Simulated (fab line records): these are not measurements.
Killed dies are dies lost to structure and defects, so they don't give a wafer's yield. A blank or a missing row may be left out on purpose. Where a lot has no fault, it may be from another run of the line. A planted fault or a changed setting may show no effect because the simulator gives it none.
What tool caused it? | flow n5-finfet | route of 1938 steps, sampled at 1 step: 10 lots, 30 wafers

WHAT EACH GAUGE READ, for each wafer
N5_BEOL_M8_INSPECT_30: inspects for defects (brightfield).
lot  | measured     | on                | raw-defect-count
L077 | day 9 21:16  | defect-inspect-01 | 384 419 483
L078 | day 10 09:20 | defect-inspect-01 | 426 423 490
L080 | day 10 14:10 | defect-inspect-02 | 479 250 499
L082 | day 11 03:56 | defect-inspect-02 | 378 353 393
L085 | day 12 00:28 | defect-inspect-02 | 456 328 581
L084 | day 12 20:45 | defect-inspect-02 | 379 427 379
L090 | day 12 23:09 | defect-inspect-02 | 380 358 335
L089 | day 13 02:41 | defect-inspect-02 | 466 428 353
L092 | day 14 00:01 | defect-inspect-02 | 412 323 417
L096 | day 14 17:47 | defect-inspect-01 | 298 297 364

EACH LOT AND THE TOOL THAT RAN IT (in order: tool; ch and the chambers of the sampled wafers; start)
Before these readings, the record contains no process step.

THE ANSWER, worked out from the rows above alone
Rule: the lots themselves supply what counts as usual. Put in order of their means at a reading, lots are off if they are a third of the lots or fewer, leave a main group of 4 or more, and stand apart from it by a gap of 3 or more times the standard deviation of the main group's means; of several such gaps the widest counts. The tables above print the reading to a certain number of digits; a main group whose means all agree to those digits is not used. Also off: a lot with no number at a reading for which 4 or more lots have one. Where the step has rows for the other lots, those lots are counted as sound.
Nothing can be told from this: no lot is off at any reading shown.

WHAT THE SIMULATOR PUT IN
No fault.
